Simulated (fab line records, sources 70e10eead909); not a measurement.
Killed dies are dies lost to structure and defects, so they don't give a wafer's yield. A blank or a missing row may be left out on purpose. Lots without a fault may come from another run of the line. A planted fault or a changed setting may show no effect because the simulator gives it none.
fab line records | flow nand_harc
record lots=12 wafers=36 last_day=25
route steps=1159 shown P_M2@336 END@1159
lots that met no fault: from a run of the same line without faults
start_h: hours from the record's first day to the start of the lot's first wafer shown | wait_h: hours since the lot's step before | " the same as in the row above | L1.1+2: a row that stands for several wafers | - no value, or no start given | * or withheld: withheld | < > ~ a bound
route shown NAME@n: a module of which the file shows steps, and the number in the route of the first | usual: mean/standard deviation of fault-free wafers | same: alike in all rows | chamber/n: place in a boat | sites: the reading at each site | _std_site: their standard deviation | _edge_site: outer sites' mean less inner sites' | radius_mm: how far each site lies from the wafer's centre | mask NAME#n: copy n | behind: the tool/chamber that last shaped the wafer | hold: why the lot was held/for how many hours/how that ended | device: the transistor (n, p or np) that didn't switch | end of line: the same wafers' tests at the end of the route | a step without rows: its recipe alone | killed: dies lost to structure and defects at the first sort, not the wafer's yield | map: a wafer's dies, x killed, . not, _ none there
set.NAME: the setting as run; set.NAME@STEP: as run at that earlier step | model.NAME: the simulator's own value behind a step, which no gauge read
steps of the route over a sample of lots; a table a step, a row a wafer
services: from which hour (start_h, from the record's first day; less than 0 if before it) a tool's chamber was out of use, for how many hours, and why
## steps
# step NHARC_P_M2_ETCH_28
# recipe target_depth_a=300 over_etch_frac=0.3 time_s=72.99 ion_energy_ev=150 cf4_flow_sccm=50 n2_flow_sccm=100 ar_flow_sccm=150 rf_w=300 bias_w=100 chemistry=CF4/N2
# usual chamber_pressure_mTorr=29.997/0.029 drypump_motor_current_A=5.6/0.61 oes_product_au=0.998/0.0072 rf_vpp_V=313.8/2 run_length_s=94.3/0.4 showerhead_plenum_p_Torr=2.60/0.1 throttle_valve_pct=19.793/0.0084
# columns lot.wafer tool chamber start_h wait_h chamber_pressure_mTorr drypump_motor_current_A oes_product_au rf_hours_counter_h rf_vpp_V run_length_s showerhead_plenum_p_Torr throttle_valve_pct
L573.3 rie_diel-07 2 116.87 - 30.026 6.5 0.989 2 313.2 94.4 2.61 19.792
L573.5 " 2 " " 29.985 6.5 0.995 - 314.6 94.3 2.61 19.795
L573.6 " 3 " " 30.019 5.4 0.999 - 313.2 94.2 2.65 19.792
L575.2 rie_diel-07 1 135.61 - 30.034 4.7 1.002 2 313.6 94.3 2.46 19.788
L575.5 " 0 " " 29.986 6.0 0.984 - 314.2 93.8 2.69 19.777
L575.6 " 1 " " 29.975 4.7 1.006 - 310.8 94.5 2.46 19.788
L576.3 rie_diel-07 2 136.78 - 29.945 6.5 0.994 3 313.8 94.3 2.61 19.788
L576.2 " 0 " " 29.965 6.0 0.997 2 314.8 93.8 2.69 19.799
L576.5 " 1 " " 30.047 4.7 1.008 - 309.9 94.2 2.46 19.793
L577.2 rie_diel-07 2 158.32 - 30.052 6.5 1.002 3 314.1 94.1 2.61 19.796
L577.3 " 0 " " 29.987 6.0 0.995 3 315.3 93.9 2.69 19.795
L577.6 " 1 " " 30.044 4.7 1.008 - 312.4 94.7 2.46 19.797
L579.4 rie_diel-01 3 169.21 - 30.007 5.0 1.002 10 311.5 94.5 2.47 19.811
L579.2 " 1 " " 29.996 6.0 0.998 13 316.6 94.4 2.75 19.792
L579.5 " 2 " " 29.995 5.4 1.007 - 312.8 95.2 2.51 19.790
L580.4 rie_diel-04 3 174.08 - 30.026 5.3 0.990 8 317.8 94.7 2.77 19.789
L580.1 " 1 " " 29.990 5.6 0.984 9 314.0 94.5 2.64 19.793
L580.6 " 0 " " 30.040 5.7 0.997 - 316.5 93.7 2.74 19.787
L583.1 rie_diel-04 2 185.48 - 29.968 6.6 0.995 10 312.4 95.5 2.52 19.790
L583.2 " 3 " " 30.014 5.3 0.999 10 316.8 94.7 2.77 19.808
L583.4 " 0 " " 29.972 5.7 0.999 9 317.2 93.5 2.74 19.790
L585.3 rie_diel-07 1 212.20 - 29.974 4.7 1.007 5 310.6 94.7 2.46 19.776
L585.6 " 2 " " 30.031 6.5 1.003 - 314.2 94.3 2.61 19.800
L585.5 " 3 " " 29.990 5.4 0.993 - 314.7 94.3 2.65 19.790
L590.2 rie_diel-01 2 230.98 - 29.994 5.4 0.995 41 312.3 94.9 2.50 19.796
L590.1 " 3 " " 29.984 5.0 1.007 39 310.0 94.5 2.46 19.801
L590.3 " 1 " " 30.068 6.0 1.012 39 315.8 94.5 2.74 19.802
L594.2 rie_diel-07 2 246.94 - 30.037 6.5 0.991 0 314.0 94.1 2.61 19.805
L594.5 " 1 " " 30.029 4.7 1.009 - 310.5 81.0 2.46 19.777
L594.6 " 2 " " 29.988 6.5 1.006 - 315.5 94.1 2.61 19.802
L596.1 rie_diel-04 1 254.40 - 29.950 5.7 1.004 20 314.6 94.5 2.63 19.803
L596.2 " 2 " " 29.990 6.6 1.003 24 312.4 95.1 2.51 19.790
L596.5 " 2 " " 29.947 6.5 1.001 - 312.8 94.8 2.51 19.808
L595.1 rie_diel-07 0 254.75 - 30.005 6.0 1.006 1 315.4 80.8 2.69 19.783
L595.6 " 2 " " 29.978 6.5 0.993 - 313.1 94.3 2.61 19.798
L595.5 " 3 " " 30.013 5.4 0.992 - 315.3 80.0 2.65 19.796
# step NHARC_P_M2_DEGAS_29
# recipe temp_c=250 time_s=60
# usual heater_power_w=319/27
# columns lot.wafer tool chamber start_h wait_h heater_power_w
L573.3 pvd_sputter-01 - 117.29 - 251
L573.5 " - " " 293
L573.6 " - " " 329
L575.2 pvd_sputter-01 - 136.02 - 259
L575.6 " - " " 325
L575.5 " - " " 307
L576.2 pvd_sputter-02 - 137.18 - 289
L576.3 " - " " 321
L576.5 " - " " 276
L577.2 pvd_sputter-03 - 158.73 - 339
L577.3 " - " " 324
L577.6 " - " " 351
L579.4 pvd_sputter-02 - 169.61 - 360
L579.2 " - " " 314
L579.5 " - " " 342
L580.4 pvd_sputter-01 - 174.49 - 285
L580.1 " - " " 318
L580.6 " - " " 313
L583.1 pvd_sputter-03 - 185.92 - 330
L583.2 " - " " 353
L583.4 " - " " 343
L585.3 pvd_sputter-03 - 212.58 - 357
L585.5 " - " " 360
L585.6 " - " " 336
L590.2 pvd_sputter-01 - 231.39 - 318
L590.1 " - " " 267
L590.3 " - " " 318
L594.2 pvd_sputter-02 - 247.34 - 281
L594.5 " - " " 297
L594.6 " - " " 296
L596.2 pvd_sputter-01 - 254.81 - 317
L596.1 " - " " 270
L596.5 " - " " 317
L595.1 pvd_sputter-03 - 255.14 - 353
L595.5 " - " " 333
L595.6 " - " " 359
# step NHARC_P_M2_PVD_20
# recipe target_thk_a=50 bias_v=168.6 power_w=15000 chamber_pressure_pa=0.12 time_s=8.06 substrate_temp_c=50 material=TaN
# usual chamber_pressure_pa=0.12/0.00023 throttle_valve_pct=30.0/0.92
# columns lot.wafer tool chamber start_h wait_h chamber_pressure_pa throttle_valve_pct
L573.3 pvd_sputter-01 - - - 0.12 29.0
L573.5 " - " " 0.12021 29.0
L573.6 " - " " 0.1201 28.8
L575.2 pvd_sputter-01 - - - 0.11977 28.7
L575.5 " - " " 0.11996 28.9
L575.6 " - " " 0.12036 28.8
L576.3 pvd_sputter-02 - - - 0.11999 27.7
L576.2 " - " " 0.1202 30.4
L576.5 " - " " 0.11999 29.9
L577.2 pvd_sputter-03 - - - 0.12007 29.9
L577.3 " - " " 0.11995 31.0
L577.6 " - " " 0.12024 30.0
L579.2 pvd_sputter-02 - - - 0.12003 28.0
L579.4 " - " " 0.12028 30.2
L579.5 " - " " 0.12036 29.7
L580.4 pvd_sputter-01 - - - 0.12018 30.1
L580.1 " - " " 0.11948 30.7
L580.6 " - " " 0.11992 29.0
L583.2 pvd_sputter-03 - - - 0.1203 29.9
L583.4 " - " " 0.11983 30.1
L583.1 " - " " 0.11949 31.7
L585.3 pvd_sputter-03 - - - 0.11972 31.7
L585.5 " - " " 0.11971 30.1
L585.6 " - " " 0.12012 31.3
L590.2 pvd_sputter-01 - - - 0.11993 29.4
L590.1 " - " " 0.12003 29.4
L590.3 " - " " 0.12021 30.5
L594.2 pvd_sputter-02 - - - 0.1202 28.5
L594.5 " - " " 0.11958 28.5
L594.6 " - " " 0.11946 28.9
L596.1 pvd_sputter-02 - 254.94 - 0.11987 29.2
L596.2 " - " " 0.12006 29.5
L596.5 " - " " 0.11983 28.9
L595.1 pvd_sputter-03 - - - 0.11969 30.1
L595.5 " - " " 0.12003 31.8
L595.6 " - " " 0.11959 29.7
# step NHARC_P_M2_ANNEAL_31
# recipe temp_c=225 time_s=90
# usual wafer_temp_C_max=226.1/0.32
# columns lot.wafer tool chamber start_h wait_h wafer_temp_C_max
L573.3 rtp_anneal-02 0 118.10 - 225.5
L573.5 " 0 " " 225.9
L573.6 " 0 " " 226.0
L575.2 rtp_anneal-01 0 136.82 0.4 226.1
L575.5 " 0 " " 226.4
L575.6 " 0 " " 226.3
L576.2 rtp_anneal-02 0 137.98 0.3 225.7
L576.3 " 0 " " 225.9
L576.5 " 0 " " 225.6
L577.2 rtp_anneal-01 0 159.65 0.4 226.6
L577.3 " 0 " " 225.8
L577.6 " 0 " " 225.9
L579.2 rtp_anneal-01 0 170.40 - 226.4
L579.4 " 0 " " 226.1
L579.5 " 0 " " 226.1
L580.1 rtp_anneal-01 0 175.23 0.3 226.5
L580.4 " 0 " " 225.7
L580.6 " 0 " " 226.6
L583.1 rtp_anneal-01 0 187.01 0.3 226.4
L583.2 " 0 " " 226.2
L583.4 " 0 " " 225.9
L585.3 rtp_anneal-02 0 213.46 - 225.8
L585.5 " 0 " " 226.3
L585.6 " 0 " " 225.9
L590.1 rtp_anneal-02 0 232.13 0.3 225.9
L590.2 " 0 " " 225.6
L590.3 " 0 " " 225.6
L594.2 rtp_anneal-01 0 248.15 - 226.3
L594.5 " 0 " " 226.4
L594.6 " 0 " " 225.9
L596.1 rtp_anneal-01 0 255.56 - 226.7
L596.2 " 0 " " 226.1
L596.5 " 0 " " 225.8
L595.1 rtp_anneal-02 0 255.87 0.3 225.8
L595.5 " 0 " " 226.0
L595.6 " 0 " " 226.0
# step NHARC_END_SORT_01
# recipe temp_c=25
# usual defect_limited_yield=95.2/1.4 killed_at_array=28/8.9 killed_at_other=0.8/1.2 killed_at_periphery=3.3/2.3 killed_dies=32/9.4 killed_open=3.2/1.8 killed_short=1.9/1.4 sort_bin_2_pct=1.4/0.56 sort_bin_3_pct=0.26/0.21 sort_bin_4_pct=3.1/1 sort_n_pass=645/9.4 sort_rim_yield_pct=95.7/2.4 sort_yield_pct=95.2/1.4
# same gross_dies=677 sort_bin_5_pct[%]=0 sort_bin_6_pct[%]=0 sort_bin_7_pct[%]=0 sort_bin_8_pct[%]=0 sort_rim_n_gross=106.00
# columns lot.wafer tool chamber start_h wait_h defect_limited_yield[%] killed_at_array killed_at_other killed_at_periphery killed_dies killed_open killed_short sort_bin_2_pct[%] sort_bin_3_pct[%] sort_bin_4_pct[%] sort_n_pass sort_rim_yield_pct[%] sort_yield_pct[%]
L583.1 prober-01 0 502.72 2.5 93.4 39 1 5 45 4 1 2.7 0 4.0 632 95.3 93.4
L583.2 prober-01 0 503.53 2.8 94.2 36 0 3 39 4 0 1.9 0 3.8 638 92.5 94.2
L583.4 prober-01 0 505.16 3.5 93.1 41 1 5 47 5 4 2.7 0.30 4.0 630 97.2 93.1
L585.3 prober-02 0 530.97 3.1 94.2 32 6 1 39 3 3 2.4 0.30 3.1 638 92.5 94.2
L585.5 prober-02 0 532.59 3.7 92.8 38 5 6 49 2 2 1.5 1.03 4.7 628 97.2 92.8
L585.6 prober-02 0 533.40 4.0 92.0 42 4 8 54 3 1 2.5 1.33 4.1 623 89.6 92.0
L590.1 prober-02 0 556.73 2.5 94.4 28 0 10 38 1 2 1.3 0.30 4.0 639 92.5 94.4
L590.2 prober-02 0 557.53 2.8 94.5 35 0 2 37 5 0 1.3 0.30 3.8 640 98.1 94.5
L590.3 prober-02 0 558.34 3.1 94.7 32 0 4 36 3 0 1.8 0.15 3.4 641 94.3 94.7
L596.1 prober-01 0 567.48 2.5 95.7 26 0 3 29 5 0 1.2 0.30 2.8 648 93.4 95.7
L596.2 prober-01 0 568.28 2.8 95.3 30 0 2 32 4 1 1.6 0.59 2.5 645 97.2 95.3
L596.5 prober-01 0 570.66 3.7 95.4 29 0 2 31 1 5 1.3 0.30 3.0 646 98.1 95.4
# killed by level:class
L583.1 A_CHANNEL_HOLE_D1:chamber_film_flake=14 A_SLIT:chamber_film_flake=14 A_STAIRCASE:chamber_film_flake=4 A_CONTACT:chamber_film_flake=4 P_GATE:chamber_film_flake=2 P_CONTACT:geometric_particle:open=1 P_M0:geometric_particle:short=1 A_CONTACT:geometric_particle:open=1
L583.2 A_SLIT:chamber_film_flake=13 A_CHANNEL_HOLE_D1:chamber_film_flake=12 A_STAIRCASE:chamber_film_flake=5 A_CONTACT:chamber_film_flake=3 P_GATE:geometric_particle:open=1 A_ONON_D1:geometric_particle:open=1 A_CHANNEL_HOLE_D1:geometric_particle:open=1 A_CONTACT:geometric_particle:open=1
L583.4 A_CHANNEL_HOLE_D1:chamber_film_flake=16 A_SLIT:chamber_film_flake=8 A_STAIRCASE:chamber_film_flake=7 A_CONTACT:chamber_film_flake=4 P_STI:geometric_particle:short=1 P_M0:geometric_particle:short=1 A_SGD_CUT:geometric_particle:open=1 A_CONTACT:geometric_particle:open=1
L585.3 A_CHANNEL_HOLE_D1:chamber_film_flake=15 A_STAIRCASE:chamber_film_flake=7 A_CONTACT:chamber_film_flake=5 THIN_TSV:chamber_film_flake=5 A_CONTACT:geometric_particle:short=2 A_SOURCE_PLATE:geometric_particle:open=1 A_ONON_D1:geometric_particle:short=1 A_WL_FILL:geometric_particle:open=1
L585.5 A_CHANNEL_HOLE_D1:chamber_film_flake=21 A_CONTACT:chamber_film_flake=7 THIN_TSV:chamber_film_flake=5 A_STAIRCASE:chamber_film_flake=5 P_M0:chamber_film_flake=3 P_CONTACT:geometric_particle:open=1 P_M0:geometric_particle:open=1 A_ONON_D1:geometric_particle:short=1
L585.6 A_CHANNEL_HOLE_D1:chamber_film_flake=18 A_STAIRCASE:chamber_film_flake=10 A_CONTACT:chamber_film_flake=8 THIN_TSV:chamber_film_flake=4 P_STI:chamber_film_flake=3 P_M0:chamber_film_flake=3 A_CONTACT:geometric_particle:open=2 A_ONON_D1:geometric_particle:open=1
L590.1 A_CHANNEL_HOLE_D1:chamber_film_flake=20 P_GATE:chamber_film_flake=6 A_CONTACT:chamber_film_flake=5 A_STAIRCASE:chamber_film_flake=2 P_CONTACT:geometric_particle:short=1 P_M0:geometric_particle:short=1 A_CONTACT:geometric_particle:open=1 P_M1:chamber_film_flake=1
L590.2 A_CHANNEL_HOLE_D1:chamber_film_flake=17 A_CONTACT:chamber_film_flake=9 A_STAIRCASE:chamber_film_flake=4 A_M0:geometric_particle:open=2 P_M1:chamber_film_flake=2 A_CHANNEL_HOLE_D1:geometric_particle:open=1 A_CHANNEL_FILL_D1:geometric_particle:open=1 A_SGD_CUT:geometric_particle:open=1
L590.3 A_CHANNEL_HOLE_D1:chamber_film_flake=15 A_CONTACT:chamber_film_flake=11 P_M1:chamber_film_flake=2 A_STAIRCASE:chamber_film_flake=2 P_GATE:geometric_particle:open=1 A_BLC:geometric_particle:open=1 A_M0:geometric_particle:open=1 P_ZERO_WELL:chamber_film_flake=1
L596.1 A_SLIT:chamber_film_flake=14 A_CHANNEL_HOLE_D1:chamber_film_flake=6 A_CONTACT:geometric_particle:open=2 P_GATE:geometric_particle:open=1 A_ONON_D1:geometric_particle:open=1 A_CHANNEL_FILL_D1:geometric_particle:open=1 P_GATE:chamber_film_flake=1 P_BONDPAD:chamber_film_flake=1
L596.2 A_SLIT:chamber_film_flake=18 A_CHANNEL_HOLE_D1:chamber_film_flake=3 A_CONTACT:geometric_particle:open=2 A_CHANNEL_FILL_D1:chamber_film_flake=2 A_WL_FILL:geometric_particle:open=1 A_BLC:geometric_particle:short=1 A_M0:geometric_particle:open=1 P_GATE:chamber_film_flake=1
L596.5 A_SLIT:chamber_film_flake=16 A_CHANNEL_HOLE_D1:chamber_film_flake=4 A_CONTACT:chamber_film_flake=3 P_STI:geometric_particle:short=1 A_ONON_D1:geometric_particle:short=1 A_ONON_D1:geometric_particle:open=1 A_CHANNEL_FILL_D1:geometric_particle:short=1 A_CONTACT:geometric_particle:short=1
## services
# columns tool chamber start_h hours kind
pvd_sputter-01 - 98.71 6.3 repair
pvd_sputter-03 - 102.00 10.0 pm
rie_diel-07 0 109.20 - clean
rie_diel-07 1 109.20 - clean
rie_diel-07 2 109.20 - clean
rie_diel-07 3 109.20 - clean
rie_diel-04 - 111.90 9.0 pm
rie_diel-01 2 112.65 15.5 repair
rie_diel-07 2 121.56 8.1 repair
rie_diel-07 0 133.70 - clean
rie_diel-07 1 133.70 - clean
rie_diel-07 2 133.70 - clean
rie_diel-07 3 133.70 - clean
rie_diel-01 - 138.09 9.0 pm
rie_diel-07 3 152.21 17.1 repair
pvd_sputter-01 - 158.01 10.0 pm
rie_diel-07 0 158.32 - clean
rie_diel-07 1 158.32 - clean
rie_diel-07 2 158.32 - clean
rie_diel-01 0 172.11 9.6 repair
rie_diel-04 1 206.97 14.9 repair
pvd_sputter-02 - 214.00 10.0 pm
pvd_sputter-02 - 226.61 1.8 repair
rie_diel-07 - 228.20 9.0 pm
## key
first_sign step=NHARC_P_M2_ETCH_28 reading=run_length_s direction=down sigmas=34 usual=* struck=*
effect none on later readings
met_at NHARC_P_M2_ETCH_28
struck_lots L594,L595
struck_wafers L594.5,L595.1,L595.5
not_acting_at NHARC_P_M2_DEGAS_29,NHARC_P_M2_PVD_20,NHARC_P_M2_ANNEAL_31
onset_between 212.20 246.94
fault kind=process_parameter_drift tool=rie_diel-07 chamber=- onset_h=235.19 steps=NHARC_P_M2_ETCH_28 channel=time_s offset=* shape=step end_h=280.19 scope=struck_wafers_only acts_in=* stated=*
